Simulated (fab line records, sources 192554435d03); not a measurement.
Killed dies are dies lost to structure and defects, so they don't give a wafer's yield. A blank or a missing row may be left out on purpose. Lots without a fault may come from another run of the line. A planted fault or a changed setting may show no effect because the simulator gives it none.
Which tool did it? | flow n5_finfet | 10 lots, 29 wafers sampled, at 1 step of a route of 1938

WHAT THE GAUGES READ, wafer by wafer
N5_BEOL_M4_RC_MEAS_101. Usual: DIBL_N 36.2 mV/V, standard deviation 2; DIBL_P 36.1 mV/V, standard deviation 2.4; IOFF_N 0.16 nA/um, standard deviation 0.035; IOFF_P 0.22 nA/um, standard deviation 0.041; ION_N 675 uA/um, standard deviation 14; ION_P 465 uA/um, standard deviation 8.6; SS_N 71.5 mV/dec, standard deviation 0.64; SS_P 73.2 mV/dec, standard deviation 0.76; VT_N 250 mV, standard deviation 3.9; VT_P -249 mV, standard deviation 3.4.
lot  | measured     | on        | DIBL_N (mV/V)  | DIBL_P (mV/V)  | IOFF_N (nA/um) | IOFF_P (nA/um) | ION_N (uA/um) | ION_P (uA/um) | SS_N (mV/dec)  | SS_P (mV/dec)  | VT_N (mV)   | VT_P (mV)      | flag
L462 | day 8 09:48  | prober-01 | 36.6 35.3 35.0 | 36.9 34.8 34.3 | 0.16 0.14 0.13 | 0.21 0.18 0.19 | 677 687 670   | 460 471 463   | 71.8 70.9 71.4 | 72.8 72.4 72.1 | 248 249 249 | -249 -251 -249 |
L461 | day 8 23:46  | prober-01 | 34.7 35.5 35.6 | 37.9 37.3 38.7 | 0.14 0.15 0.15 | 0.24 0.23 0.26 | 670 667 663   | 471 460 470   | 70.7 71.5 71.1 | 73.3 73.1 74.4 | 253 252 251 | -247 -249 -245 |
L463 | day 9 04:04  | prober-02 | 36.6 35.0 37.3 | 35.9 33.7 37.3 | 0.18 0.14 0.20 | 0.23 0.18 0.25 | 688 659 688   | 476 447 469   | 71.7 71.1 71.7 | 73.7 72.8 74.3 | 245 251 241 | -248 -252 -246 |
L466 | day 9 14:08  | prober-01 | 34.8 35.7 35.7 | 34.5 36.2 36.0 | 0.13 0.16 0.16 | 0.20 0.22 0.23 | 665 680 675   | 456 470 476   | 71.7 71.5 71.6 | 72.6 73.6 72.8 | 248 248 249 | -251 -246 -249 |
L468 | day 9 21:13  | prober-01 | 35.8 39.0 36.4 | 36.1 40.3 37.6 | 0.17 0.22 0.18 | 0.22 0.29 0.25 | 674 679 686   | 459 463 467   | 72.0 72.3 70.7 | 72.8 73.5 74.2 | 245 248 248 | -247 -244 -245 |
L475 | day 12 00:40 | prober-02 | 37.6 33.6      | 37.2 33.2      | 0.17 0.12      | 0.23 0.18      | 680 682       | 462 476       | 72.6 70.6      | 73.5 71.9      | 250 253     | -247 -250      |
L478 | day 12 08:16 | prober-01 | 37.2 36.1 37.1 | 38.9 38.3 38.6 | 0.16 0.16 0.17 | 0.20 0.20 0.21 | 670 680 685   | 458 470 465   | 71.8 71.5 72.0 | 73.8 73.7 73.9 | 249 249 251 | -255 -251 -250 |
L479 | day 13 05:14 | prober-02 | 34.1 36.5 36.6 | 34.6 36.2 36.6 | 0.12 0.16 0.16 | 0.19 0.19 0.20 | 664 652 676   | 465 443 464   | 71.1 72.1 71.7 | 73.1 74.3 73.3 | 257 251 251 | -251 -254 -253 |
L482 | day 13 10:43 | prober-01 | 36.4 37.7 38.0 | 34.9 37.5 37.4 | 0.14 0.19 0.18 | 0.19 0.22 0.24 | 669 682 678   | 456 464 461   | 71.8 71.5 72.2 | 72.9 74.7 74.3 | 253 247 250 | -251 -251 -246 |
L483 | day 14 02:49 | prober-01 | 36.4 36.0 33.9 | 36.3 36.5 33.8 | 0.15 0.14 0.12 | 0.18 0.18 0.16 | 654 671 669   | 446 454 458   | 71.6 71.5 70.8 | 73.3 73.3 71.7 | 257 254 254 | -255 -254 -256 |

WHICH TOOL RAN EACH LOT (tool, then ch and the chambers of the sampled wafers, then the start)
The record holds no process step before these readings.

WHAT THE TOOLS THEMSELVES READ (means of the sampled wafers that have a number; where no wafer has one, the mark that the record gives instead)
The record holds no such reading with a usual standard deviation.

THE ANSWER, worked out from the rows above alone
Rule: a lot is off if the mean of its wafers that have a number lies more than 3 standard deviations from the usual mean. A lot without any number at a reading at which 4 lots or more have one is off too. The other lots that the step has rows for count as sound. The gauges are gone through in route order, then the tools' own readings, and for those a lot's mean is taken as printed above. The first step at which some lot is off is used, and at that step the reading that is off furthest; a lot without a number counts as furthest.
No lot is off at any reading shown: from this, nothing can be told.

WHAT THE SIMULATOR HAD PUT IN
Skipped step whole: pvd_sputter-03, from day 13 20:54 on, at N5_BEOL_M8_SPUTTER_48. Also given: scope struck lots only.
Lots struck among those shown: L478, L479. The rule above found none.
